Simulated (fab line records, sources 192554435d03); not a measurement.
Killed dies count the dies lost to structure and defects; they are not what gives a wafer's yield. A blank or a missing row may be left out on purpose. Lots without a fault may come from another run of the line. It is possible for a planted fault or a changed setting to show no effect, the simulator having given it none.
Lot-split experiment ; flow n5Finfet ; 39 wafers read across 7 lots, on a route 1938 steps long

## THE SPLIT ITSELF
At N5_ZERO_LAYER_DEVELOP_10 (develop time 60 s), the setting developTimeS was moved away from the recipe's 60 s on 15 of the 39 wafers read, by -39.1% to +59.6%. This setting was run at the recipe's value on the other wafers.

## THE PATH FROM SPLIT TO READING: the file shows 1 step between them
- N5_ZERO_LAYER_HARDBAKE_23: time 120 s

## THE READING
cdNm, in nm, at N5_ZERO_LAYER_CD_MEAS_11 (target cd 2000 nm). On this fab line, fault-free wafers typically give 1999.7 nm with a standard deviation of 1.4 nm.

wafer;tool, chamber at the split;developTimeS as run, s;against the recipe;cdNm, nm;against lot-mates on the recipe
L081.1;lithoTrack-02, 0;60;recipe;2000.0;-
L081.2;lithoTrack-02, 0;50.49;-15.8%;1996.2;-3.6
L081.3;lithoTrack-02, 0;60;recipe;2000.5;-
L081.4;lithoTrack-02, 0;50.49;-15.8%;1996.7;-3.1
L081.5;lithoTrack-02, 0;60;recipe;1998.9;-
L081.6;lithoTrack-02, 0;50.49;-15.8%;1996.6;-3.2
L086.1;lithoTrack-01, 0;36.55;-39.1%;1988.8;-11.1
L086.2;lithoTrack-01, 0;60;recipe;1999.3;-
L086.3;lithoTrack-01, 0;60;recipe;2000.7;-
L086.4;lithoTrack-01, 0;36.55;-39.1%;1987.3;-12.6
L086.5;lithoTrack-01, 0;60;recipe;1999.6;-
L086.6;lithoTrack-01, 0;36.55;-39.1%;1988.8;-11.1
L089.1;lithoTrack-02, 0;60;recipe;1999.6;-
L089.3;lithoTrack-02, 0;60;recipe;1997.1;-
L089.4;lithoTrack-02, 0;60;recipe;1999.1;-
L090.1;lithoTrack-01, 0;95.78;+59.6%;2010.5;+10.4
L090.2;lithoTrack-01, 0;60;recipe;2000.9;-
L090.3;lithoTrack-01, 0;95.78;+59.6%;2008.2;+8.1
L090.4;lithoTrack-01, 0;60;recipe;1998.9;-
L090.5;lithoTrack-01, 0;60;recipe;2000.4;-
L090.6;lithoTrack-01, 0;95.78;+59.6%;2008.8;+8.7
L094.1;lithoTrack-02, 0;60;recipe;2003.4;-
L094.2;lithoTrack-02, 0;83.69;+39.5%;2009.6;+6.7
L094.3;lithoTrack-02, 0;83.69;+39.5%;2009.1;+6.2
L094.4;lithoTrack-02, 0;60;recipe;2003.3;-
L094.5;lithoTrack-02, 0;60;recipe;2002.0;-
L094.6;lithoTrack-02, 0;83.69;+39.5%;2009.5;+6.6
L095.1;lithoTrack-01, 0;60;recipe;1998.7;-
L095.2;lithoTrack-01, 0;94.89;+58.1%;2009.0;+9.8
L095.3;lithoTrack-01, 0;94.89;+58.1%;2009.2;+10.0
L095.4;lithoTrack-01, 0;60;recipe;1999.2;-
L095.5;lithoTrack-01, 0;94.89;+58.1%;2008.8;+9.6
L095.6;lithoTrack-01, 0;60;recipe;1999.7;-
L097.1;lithoTrack-01, 0;60;recipe;1996.3;-
L097.2;lithoTrack-01, 0;60;recipe;1996.8;-
L097.3;lithoTrack-01, 0;60;recipe;1996.2;-
L097.4;lithoTrack-01, 0;60;recipe;1998.1;-
L097.5;lithoTrack-01, 0;60;recipe;1996.8;-
L097.6;lithoTrack-01, 0;60;recipe;1997.8;-

THE FIT
A straight line over all 39 wafers: cdNm changes by +0.201 nm for each +1% of developTimeS; r = +0.94; the points scatter about the line by 2.1 nm.
The same after taking each lot's own level away (the mean of its wafers on the recipe; 39 wafers): +0.189 nm for each +1%; r = +0.97; scatter 1.4 nm.
According to that fit, moving developTimeS by its largest amount changes the reading by 11 nm.
Measured against the standard deviation above, the lots' own levels, which go from 1997.00 to 2002.90 nm, span 4.2 times it.
The two slopes are in agreement: the lot-to-lot level therefore moves the slope only a little.
Check: for one of the wafers moved furthest among these (+59.6%), held out of the fit, the line's prediction against its lot-mates is +10.6 nm. Against them it came out at +10.4 nm.

## THE WHOLE CHAIN: every reading that the file lists as answering this split, in the file's order
step;what it does;reading;change (the file's fit);r (the file's)
N5_ZERO_LAYER_CD_MEAS_11;target cd 2000 nm;cdNm;+0.182 nm for each +1% of the setting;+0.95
N5_ZERO_LAYER_DESCUM_16;chemistry O2, time 7.9 s;ZERO_LAYER.cdNm (the simulator's own value, which no gauge read);+0.186 nm for each +1% of the setting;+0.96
N5_ZERO_LAYER_ETCH_17;etches SiO2 in CF4, target depth 12 nm, time 13.3 s;ZERO_LAYER.cdNm (the simulator's own value, which no gauge read);+0.185 nm for each +1% of the setting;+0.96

## FILE'S OWN FIT
cdNm changes by +0.182 nm for each +1% of developTimeS, r = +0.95.
